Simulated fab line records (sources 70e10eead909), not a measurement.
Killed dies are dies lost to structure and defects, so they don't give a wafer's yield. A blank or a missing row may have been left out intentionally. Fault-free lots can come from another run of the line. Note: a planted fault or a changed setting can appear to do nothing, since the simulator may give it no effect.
Matching of chambers ; flow nandHarc ; rieDiel-08 running NHARC_P_M1_DESCUM_14: 4 sister chambers
The step chemistry O2, time 3 s. 18 wafers are shown with their chamber, then 9 later ones without.

== WAFERS PAIRED WITH THEIR CHAMBERS ==
wafer;chamber;drypumpMotorCurrentA (A);throttleValvePct (%);oesProductAu (a.u.)
L079.2;0;5.6;11.310;1.000
L079.5;1;6.1;11.316;1.003
L079.6;0;5.6;11.307;1.005
L084.4;0;5.6;11.308;0.998
L084.5;3;5.4;11.307;0.999
L084.6;2;5.5;11.305;0.992
L086.1;3;5.4;11.297;0.990
L086.2;1;6.1;11.308;0.995
L086.3;0;5.6;11.318;0.996
L087.3;2;5.5;11.298;0.998
L087.5;2;5.5;11.290;0.990
L087.6;3;5.4;11.307;0.992
L091.1;1;6.1;11.317;1.001
L091.3;0;5.6;11.307;1.002
L091.4;2;5.5;11.307;1.000
L090.1;3;5.4;11.303;0.989
L090.4;1;6.2;11.314;1.008
L090.5;0;5.6;11.308;0.996

SIGNATURES, as means of the wafers listed above
reading;chamber 0;chamber 1;chamber 2;chamber 3;scatter within a chamber
drypumpMotorCurrentA;5.600;6.125;5.500;5.400;0.0231
throttleValvePct;11.30967;11.31375;11.30000;11.30350;0.00523
oesProductAu;0.99950;1.00175;0.99500;0.99250;0.00447
Rule: for each reading, subtract the chamber's mean from the wafer's reading, divide by that reading's scatter and square the result; add these up over the readings and take the root, which gives the wafer's distance from the chamber. If the next closest chamber is less than 2 further off than the closest, the wafer can't be placed; otherwise it belongs to the closest. The scatter: take each reading less its chamber's mean, square it, sum over the shown wafers, divide by the number of wafers less the number of chambers, and take the root.

== WAFERS WITH NO CHAMBER GIVEN ==
wafer;drypumpMotorCurrentA (A);throttleValvePct (%);oesProductAu (a.u.)
L092.1;5.5;11.316;0.994
L092.2;6.1;11.314;0.994
L092.4;5.6;11.320;0.988
L094.2;5.4;11.332;0.985
L094.3;5.5;11.313;1.004
L094.4;6.1;11.312;1.004
L097.1;5.6;11.310;0.994
L097.2;5.4;11.308;0.987
L097.3;6.1;11.311;1.005

== EACH ONE'S CHAMBER ==
wafer;from the rows above;in truth
L092.1;can't be placed: 2 or 0 or 3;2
L092.2;1;1
L092.4;0;0
L094.2;3;3
L094.3;can't be placed: 2 or 0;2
L094.4;1;1
L097.1;0;0
L097.2;3;3
L097.3;1;1
Correct placement for 7 of the 9. These rows do not allow placing 2 (true chamber among the candidates in 2). Number placed wrongly: 0.
